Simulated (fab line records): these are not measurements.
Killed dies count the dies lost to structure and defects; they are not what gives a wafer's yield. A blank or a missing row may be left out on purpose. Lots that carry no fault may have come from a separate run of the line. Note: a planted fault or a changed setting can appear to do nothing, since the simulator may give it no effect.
A single fault, viewed from 2 desks	flow n5Finfet	only its own numbers are on each desk; what lay behind them is given at the end

FROM THE METROLOGY DESK
What the gauges read for every lot (on any tool): the sampled wafers with a number, averaged. Marked OUT: a lot whose mean sits more than 4 standard deviations from the usual mean, which makes it out of limits; the brackets give that distance. Readings shown: 7 of its 10, picked as those furthest out on some lot.
Columns: A = DIBL_N at N5_BEOL_M4_RC_MEAS_101, usual 37.2 mV/V; B = DIBL_P at N5_BEOL_M4_RC_MEAS_101, usual 37.3 mV/V; C = IOFF_N at N5_BEOL_M4_RC_MEAS_101, usual 0.18 nA/um; D = IOFF_P at N5_BEOL_M4_RC_MEAS_101, usual 0.22 nA/um; E = ION_N at N5_BEOL_M4_RC_MEAS_101, usual 678 uA/um; F = ION_P at N5_BEOL_M4_RC_MEAS_101, usual 462 uA/um; G = SS_N at N5_BEOL_M4_RC_MEAS_101, usual 71.8 mV/dec
lot	first seen here	A	B	C	D	E	F	G
L458	day 8 11:19	36.0	36.0	0.16	0.17	669	452	71.4
L461	day 9 01:04	39.5	40.8	0.25	0.27	692	463	72.4
L467	day 10 08:14	38.4	38.5	0.19	0.22	685	460	71.7
L468	day 11 06:01	35.6	35.3	0.14	0.22	669	466	71.0
L470	day 12 12:49	36.1	37.0	0.16	0.21	674	464	71.2
L476	day 13 03:50	37.5	35.8	0.16	0.22	675	461	72.1
L479	day 13 13:22	36.7	38.8	0.16	0.20	665	453	72.2
L480	day 13 22:26	35.3	35.8	0.15	0.19	667	457	72.1
This desk found nothing out of limits on any of the 8 lots.

FOR THE TOOL OWNER'S DESK: rieDiel-02
The tool's own readings at N5_MOL_CONTACT_COAG_ETCH_66 (etches SiARC in CF4, target depth 13 nm, time 21.7 s): means of the sampled wafers that have a number, for each lot that ran on this tool. Marked OUT: a lot whose mean sits more than 4 standard deviations from the usual mean, which makes it out of limits; the brackets give that distance.
Columns: A = drypumpMotorCurrentA at N5_MOL_CONTACT_COAG_ETCH_66, usual 6.0 A; B = etchRfOnTimeS at N5_MOL_CONTACT_COAG_ETCH_66, usual 21.9 s; C = oesProductAu at N5_MOL_CONTACT_COAG_ETCH_66, usual 0.66 a.u.; D = rfVppV at N5_MOL_CONTACT_COAG_ETCH_66, usual 183.8 V; E = showerheadPlenumPTorr at N5_MOL_CONTACT_COAG_ETCH_66, usual 2.13 Torr; F = throttleValvePct at N5_MOL_CONTACT_COAG_ETCH_66, usual 15.58 %
lot	first seen here	A	B	C	D	E	F
L458	day 5 09:05	5.7	22.1	0.58	184.1	2.18	15.85
L461	day 6 08:12	5.6	22.5	0.58	184.4	2.20	15.83
L467	day 7 12:08	6.1	23.0	0.62	183.6	2.12	15.55
L468	day 7 22:02	5.7	23.2	0.71	184.0	2.17	15.56
This desk found nothing out of limits on any of the 4 lots.

TAKEN TOGETHER
The metrology desk saw nothing out of limits.
Nothing out of limits was seen by the tool owner's desk.

WHAT THE SIMULATOR HAD INSERTED
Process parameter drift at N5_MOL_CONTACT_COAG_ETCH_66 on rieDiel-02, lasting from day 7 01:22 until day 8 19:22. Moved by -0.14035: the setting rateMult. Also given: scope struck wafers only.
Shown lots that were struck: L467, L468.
